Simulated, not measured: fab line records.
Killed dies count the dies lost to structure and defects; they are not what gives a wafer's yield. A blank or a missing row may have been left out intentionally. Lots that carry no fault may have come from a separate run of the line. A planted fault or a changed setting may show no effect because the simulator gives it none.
Lot-split experiment -- flow n5-finfet -- 39 wafers read across 7 lots, on a route 1938 steps long

== ON THE SPLIT ==
At N5_BEOL_M7_TRENCH_ETCH_37 (etches SiCOH lowk in C4F6/O2, target depth 93.478 nm, time 31.2 s), the setting target-depth-a was moved away from the recipe's 934.78 angstrom on 6 of the 39 wafers read, by -29.9% to +46.8%. All remaining wafers had this setting at the recipe value.

== FROM THE SPLIT TO THE READING: what the file shows between them, 8 steps ==
- N5_BEOL_M7_ETCH_41: etches SiCN in CH3F/O2, target depth 31.9 nm, time 57.8 s
- N5_BEOL_M7_STRIP_80: strips in N2/H2, time 10 s
- N5_BEOL_M7_OCD_MEAS_38
- N5_BEOL_M7_HM_STRIP_39: strips TiN in peroxide tin strip, target depth 25 nm, time 158 s
- N5_BEOL_M7_SRD_40: time 30 s
- N5_BEOL_M7_ECD_50: material Cu, target thk 300 nm
- N5_BEOL_M7_ANNEAL_51: time 90 s
- N5_BEOL_M7_CMP_52: polishes, stops on SiCOH lowk, t overpolish 6.9 s, target thk 80 nm

== THE READING ==
M7_THK, in nm, at N5_BEOL_M7_THK_MEAS_53 (measures by xrf). A value of 78.4 nm with a standard deviation of 2 nm is what fault-free wafers of this fab line usually give.

wafer,"tool, chamber at the split","target-depth-a as run, angstrom",against the recipe,"M7_THK, nm",against lot-mates on the recipe
L078.1,"rie-diel-06, 3",934.78,recipe,77.5,-
L078.2,"rie-diel-06, 1",934.78,recipe,80.0,-
L078.3,"rie-diel-06, 2",934.78,recipe,80.5,-
L083.1,"rie-diel-06, 0",934.78,recipe,80.1,-
L083.2,"rie-diel-06, 3",934.78,recipe,79.9,-
L083.3,"rie-diel-06, 2",934.78,recipe,79.2,-
L083.4,"rie-diel-06, 1",934.78,recipe,79.4,-
L083.5,"rie-diel-06, 3",934.78,recipe,78.6,-
L083.6,"rie-diel-06, 0",934.78,recipe,75.7,-
L082.1,"rie-diel-01, 3",1372,+46.8%,123.9,+45.2
L082.2,"rie-diel-01, 0",934.78,recipe,77.7,-
L082.3,"rie-diel-01, 2",1372,+46.8%,123.3,+44.6
L082.4,"rie-diel-01, 1",1372,+46.8%,121.6,+42.9
L082.5,"rie-diel-01, 2",934.78,recipe,77.5,-
L082.6,"rie-diel-01, 3",934.78,recipe,80.8,-
L085.1,"rie-diel-05, 2",934.78,recipe,77.9,-
L085.2,"rie-diel-05, 0",934.78,recipe,74.3,-
L085.3,"rie-diel-05, 3",934.78,recipe,80.7,-
L085.4,"rie-diel-05, 1",934.78,recipe,73.1,-
L085.5,"rie-diel-05, 3",934.78,recipe,78.8,-
L085.6,"rie-diel-05, 0",934.78,recipe,75.8,-
L091.1,"rie-diel-05, 2",934.78,recipe,76.7,-
L091.2,"rie-diel-05, 3",655.3,-29.9%,53.3,-23.1
L091.3,"rie-diel-05, 0",934.78,recipe,74.9,-
L091.4,"rie-diel-05, 1",655.3,-29.9%,49.4,-27.0
L091.5,"rie-diel-05, 1",655.3,-29.9%,49.6,-26.8
L091.6,"rie-diel-05, 2",934.78,recipe,77.7,-
L093.1,"rie-diel-01, 3",934.78,recipe,76.8,-
L093.2,"rie-diel-01, 1",934.78,recipe,75.8,-
L093.3,"rie-diel-01, 0",934.78,recipe,76.5,-
L093.4,"rie-diel-01, 1",934.78,recipe,76.7,-
L093.5,"rie-diel-01, 0",934.78,recipe,76.8,-
L093.6,"rie-diel-01, 3",934.78,recipe,78.1,-
L090.1,"rie-diel-05, 1",934.78,recipe,74.3,-
L090.2,"rie-diel-05, 3",934.78,recipe,78.9,-
L090.3,"rie-diel-05, 0",934.78,recipe,75.8,-
L090.4,"rie-diel-05, 3",934.78,recipe,78.3,-
L090.5,"rie-diel-05, 0",934.78,recipe,75.6,-
L090.6,"rie-diel-05, 1",934.78,recipe,77.2,-

FIT RESULTS
A straight line over all 39 wafers: M7_THK changes by +0.948 nm for each +1% of target-depth-a; r = +0.99; the points scatter about the line by 2 nm.
The same after taking each lot's own level away (the mean of its wafers on the recipe; 39 wafers): +0.92 nm for each +1%; r = +0.99; scatter 1.8 nm.
According to that fit, moving target-depth-a by its largest amount changes the reading by 43 nm.
The lots' own levels span 76.43 to 79.33 nm, that is 1.4 times the standard deviation above.
The two slopes agree, so the slope changes little with the lot-to-lot level.
Check: +42.6 nm against its lot-mates is what the line predicts for one of the wafers moved furthest among these (+46.8%) when that wafer is left out of the fit. Against them it came out at +45.2 nm.

== THE WHOLE CHAIN: every reading that the file lists as answering this split, in the file's order ==
step,what it does,reading,change (the file's fit),r (the file's)
N5_BEOL_M7_TRENCH_ETCH_37,"etches SiCOH lowk in C4F6/O2, target depth 93.478 nm, time 31.2 s","etch.depth-nm (the simulator's own value, which no gauge read)",+0.934 nm for each +1% of the setting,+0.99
N5_BEOL_M7_TRENCH_ETCH_37,"etches SiCOH lowk in C4F6/O2, target depth 93.478 nm, time 31.2 s","BEOL_M7.feature-depth-nm (the simulator's own value, which no gauge read)",+0.934 nm for each +1% of the setting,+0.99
N5_BEOL_M7_OCD_MEAS_38,,trench-depth-nm,+0.934 nm for each +1% of the setting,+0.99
N5_BEOL_M7_CMP_52,"polishes, stops on SiCOH lowk, t overpolish 6.9 s, target thk 80 nm","Cu_of_BEOL_M7_ECD_50.thk-nm (the simulator's own value, which no gauge read)",+0.944 nm for each +1% of the setting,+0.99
N5_BEOL_M7_THK_MEAS_53,measures by xrf,M7_THK,+0.921 for each +1% of the setting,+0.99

== FILE'S OWN FIT ==
M7_THK changes by +0.921 nm for each +1% of target-depth-a, r = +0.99.
